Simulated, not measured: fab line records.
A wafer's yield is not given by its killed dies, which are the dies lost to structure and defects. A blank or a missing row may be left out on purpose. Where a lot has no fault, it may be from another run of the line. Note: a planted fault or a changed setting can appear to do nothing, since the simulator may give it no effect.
Chamber matching :: flow n5-finfet :: N5_SD_EPI_P_DESCUM_14 on rie-diel-02 has 4 sister chambers
The step chemistry O2, time 7.9 s. 18 wafers are shown with their chamber, then 9 later ones without.

## WAFERS PAIRED WITH THEIR CHAMBERS
wafer: L074.4
chamber: 3
showerhead-plenum-p-Torr (Torr): 2.18
throttle-valve-pct (%): 20.37
drypump-motor-current-A (A): 5.5

wafer: L074.5
chamber: 1
showerhead-plenum-p-Torr (Torr): 2.06
throttle-valve-pct (%): 20.60
drypump-motor-current-A (A): 6.0

wafer: L074.6
chamber: 0
showerhead-plenum-p-Torr (Torr): 2.08
throttle-valve-pct (%): 20.42
drypump-motor-current-A (A): 5.9

wafer: L075.1
chamber: 0
showerhead-plenum-p-Torr (Torr): 2.08
throttle-valve-pct (%): 20.41
drypump-motor-current-A (A): 5.9

wafer: L075.3
chamber: 3
showerhead-plenum-p-Torr (Torr): 2.18
throttle-valve-pct (%): 20.41
drypump-motor-current-A (A): 5.6

wafer: L075.6
chamber: 1
showerhead-plenum-p-Torr (Torr): 2.06
throttle-valve-pct (%): 20.61
drypump-motor-current-A (A): 6.0

wafer: L076.1
chamber: 1
showerhead-plenum-p-Torr (Torr): 2.06
throttle-valve-pct (%): 20.61
drypump-motor-current-A (A): 6.0

wafer: L076.3
chamber: 0
showerhead-plenum-p-Torr (Torr): 2.08
throttle-valve-pct (%): 20.43
drypump-motor-current-A (A): 5.9

wafer: L076.5
chamber: 1
showerhead-plenum-p-Torr (Torr): 2.06
throttle-valve-pct (%): 20.62
drypump-motor-current-A (A): 6.1

wafer: L078.1
chamber: 3
showerhead-plenum-p-Torr (Torr): 2.17
throttle-valve-pct (%): 20.38
drypump-motor-current-A (A): 5.6

wafer: L078.3
chamber: 0
showerhead-plenum-p-Torr (Torr): 2.08
throttle-valve-pct (%): 20.43
drypump-motor-current-A (A): 6.0

wafer: L078.5
chamber: 2
showerhead-plenum-p-Torr (Torr): 2.07
throttle-valve-pct (%): 20.77
drypump-motor-current-A (A): 6.0

wafer: L083.3
chamber: 1
showerhead-plenum-p-Torr (Torr): 2.05
throttle-valve-pct (%): 20.63
drypump-motor-current-A (A): 6.0

wafer: L083.4
chamber: 0
showerhead-plenum-p-Torr (Torr): 2.07
throttle-valve-pct (%): 20.43
drypump-motor-current-A (A): 5.9

wafer: L083.5
chamber: 1
showerhead-plenum-p-Torr (Torr): 2.05
throttle-valve-pct (%): 20.65
drypump-motor-current-A (A): 6.1

wafer: L085.2
chamber: 3
showerhead-plenum-p-Torr (Torr): 2.17
throttle-valve-pct (%): 20.42
drypump-motor-current-A (A): 5.5

wafer: L085.4
chamber: 1
showerhead-plenum-p-Torr (Torr): 2.05
throttle-valve-pct (%): 20.64
drypump-motor-current-A (A): 6.0

wafer: L085.5
chamber: 0
showerhead-plenum-p-Torr (Torr): 2.07
throttle-valve-pct (%): 20.45
drypump-motor-current-A (A): 5.9

SIGNATURES (averages over the wafers above)
reading: showerhead-plenum-p-Torr
chamber 0: 2.0767
chamber 1: 2.0557
chamber 2: 2.0700
chamber 3: 2.1750
scatter within a chamber: 0.00538

reading: throttle-valve-pct
chamber 0: 20.4283
chamber 1: 20.6229
chamber 2: 20.7700
chamber 3: 20.3950
scatter within a chamber: 0.018

reading: drypump-motor-current-A
chamber 0: 5.917
chamber 1: 6.029
chamber 2: 6.000
chamber 3: 5.550
scatter within a chamber: 0.0483
Rule: a wafer's distance from a chamber is the root of the sum, over the readings, of the square of ((its reading less the chamber's mean) divided by the reading's scatter). The wafer belongs to the nearest chamber; if the next one is less than 2 further off, it can't be placed. The scatter is the square root of a quotient: the sum, over the shown wafers, of each reading's squared deviation from its chamber's mean, divided by wafers minus chambers.

## WAFERS WHOSE CHAMBER IS MISSING
wafer: L087.1
showerhead-plenum-p-Torr (Torr): 2.17
throttle-valve-pct (%): 20.41
drypump-motor-current-A (A): 5.6

wafer: L087.2
showerhead-plenum-p-Torr (Torr): 2.05
throttle-valve-pct (%): 20.64
drypump-motor-current-A (A): 6.1

wafer: L087.3
showerhead-plenum-p-Torr (Torr): 2.07
throttle-valve-pct (%): 20.45
drypump-motor-current-A (A): 6.0

wafer: L089.1
showerhead-plenum-p-Torr (Torr): 2.17
throttle-valve-pct (%): 20.41
drypump-motor-current-A (A): 5.6

wafer: L089.3
showerhead-plenum-p-Torr (Torr): 2.06
throttle-valve-pct (%): 20.40
drypump-motor-current-A (A): 6.0

wafer: L089.6
showerhead-plenum-p-Torr (Torr): 2.16
throttle-valve-pct (%): 20.43
drypump-motor-current-A (A): 5.6

wafer: L092.1
showerhead-plenum-p-Torr (Torr): 2.06
throttle-valve-pct (%): 20.42
drypump-motor-current-A (A): 6.0

wafer: L092.2
showerhead-plenum-p-Torr (Torr): 2.16
throttle-valve-pct (%): 20.42
drypump-motor-current-A (A): 5.5

wafer: L092.3
showerhead-plenum-p-Torr (Torr): 2.07
throttle-valve-pct (%): 20.48
drypump-motor-current-A (A): 5.9

## EACH ONE'S CHAMBER
wafer: L087.1
from the rows above: 3
in truth: 3

wafer: L087.2
from the rows above: 1
in truth: 1

wafer: L087.3
from the rows above: 0
in truth: 0

wafer: L089.1
from the rows above: 3
in truth: 3

wafer: L089.3
from the rows above: 0
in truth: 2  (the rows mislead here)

wafer: L089.6
from the rows above: 3
in truth: 3

wafer: L092.1
from the rows above: 0
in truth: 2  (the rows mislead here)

wafer: L092.2
from the rows above: 3
in truth: 3

wafer: L092.3
from the rows above: 0
in truth: 0
Correctly placed: 7 of 9. Not placeable from these rows: 0. 2 placed wrongly.
